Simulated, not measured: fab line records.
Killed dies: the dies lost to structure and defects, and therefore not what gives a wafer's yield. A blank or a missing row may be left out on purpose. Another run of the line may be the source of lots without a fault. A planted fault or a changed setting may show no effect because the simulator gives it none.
Chamber matching | flow n5Finfet | 4 sister chambers for N5_BEOL_M12_ETCH_67 on rieDiel-06
The step etches SiARC in CF4, target depth 143 nm, time 238.3 s. 24 wafers are shown with their chamber, then 12 later ones without.

WAFERS WITH THEIR CHAMBER
wafer  | chamber | drypumpMotorCurrentA (A) | showerheadPlenumPTorr (Torr) | throttleValvePct (%)
L074.1 | 0       | 4.8                      | 2.05                         | 15.68
L074.4 | 2       | 5.3                      | 2.11                         | 15.82
L074.6 | 0       | 4.8                      | 2.05                         | 15.66
L076.2 | 3       | 4.9                      | 2.27                         | 15.46
L076.3 | 0       | 4.8                      | 2.05                         | 15.67
L076.4 | 2       | 5.3                      | 2.11                         | 15.85
L081.2 | 1       | 5.6                      | 2.13                         | 16.02
L081.3 | 3       | 4.9                      | 2.27                         | 15.49
L081.4 | 2       | 5.3                      | 2.11                         | 15.83
L083.1 | 0       | 4.8                      | 2.05                         | 15.68
L083.5 | 2       | 5.3                      | 2.11                         | 15.86
L083.6 | 3       | 4.9                      | 2.27                         | 15.48
L082.1 | 0       | 4.8                      | 2.05                         | 15.70
L082.4 | 1       | 5.6                      | 2.12                         | 16.04
L082.5 | 1       | 5.6                      | 2.12                         | 16.05
L084.1 | 1       | 5.6                      | 2.12                         | 16.06
L084.2 | 2       | 5.3                      | 2.11                         | 15.87
L084.4 | 3       | 4.9                      | 2.26                         | 15.50
L087.2 | 1       | 5.6                      | 2.12                         | 16.06
L087.4 | 0       | 4.8                      | 2.05                         | 15.72
L087.5 | 3       | 4.9                      | 2.26                         | 15.50
L089.1 | 1       | 5.6                      | 2.12                         | 16.06
L089.2 | 3       | 4.8                      | 2.26                         | 15.52
L089.6 | 2       | 5.3                      | 2.10                         | 15.87

SIGNATURES, as means of the wafers listed above
reading               | chamber 0 | chamber 1 | chamber 2 | chamber 3 | scatter within a chamber
drypumpMotorCurrentA  | 4.800     | 5.600     | 5.300     | 4.883     | 0.0204
showerheadPlenumPTorr | 2.0500    | 2.1217    | 2.1083    | 2.2650    | 0.00398
throttleValvePct      | 15.6850   | 16.0483   | 15.8500   | 15.4917   | 0.0199
Rule: a wafer lies at a distance from a chamber equal to the root of the sum of squares, over the readings, of (its reading less the chamber's mean, divided by the reading's scatter). The wafer belongs to the nearest chamber; if the next one is less than 2 further off, it can't be placed. The scatter: take each reading less its chamber's mean, square it, sum over the shown wafers, divide by the number of wafers less the number of chambers, and take the root.

WAFERS WITHOUT THEIR CHAMBER
wafer  | drypumpMotorCurrentA (A) | showerheadPlenumPTorr (Torr) | throttleValvePct (%)
L091.3 | 4.8                      | 2.26                         | 15.53
L091.4 | 5.3                      | 2.10                         | 15.88
L091.5 | 4.8                      | 2.04                         | 15.73
L092.1 | 4.9                      | 2.26                         | 15.54
L092.2 | 4.8                      | 2.04                         | 15.76
L092.5 | 5.3                      | 2.10                         | 15.91
L093.3 | 5.5                      | 2.12                         | 16.08
L093.4 | 4.8                      | 2.04                         | 15.75
L093.6 | 4.9                      | 2.26                         | 15.56
L097.1 | 4.8                      | 2.04                         | 15.76
L097.2 | 5.6                      | 2.11                         | 16.08
L097.5 | 5.6                      | 2.12                         | 16.09

EACH ONE'S CHAMBER
wafer  | from the rows above | in truth
L091.3 | 3                   | 3
L091.4 | 2                   | 2
L091.5 | 0                   | 0
L092.1 | 3                   | 3
L092.2 | 0                   | 0
L092.5 | 2                   | 2
L093.3 | 1                   | 1
L093.4 | 0                   | 0
L093.6 | 3                   | 3
L097.1 | 0                   | 0
L097.2 | 1                   | 1
L097.5 | 1                   | 1
12 of 12 placed correctly. From these rows, 0 cannot be placed. Placed wrongly: 0.
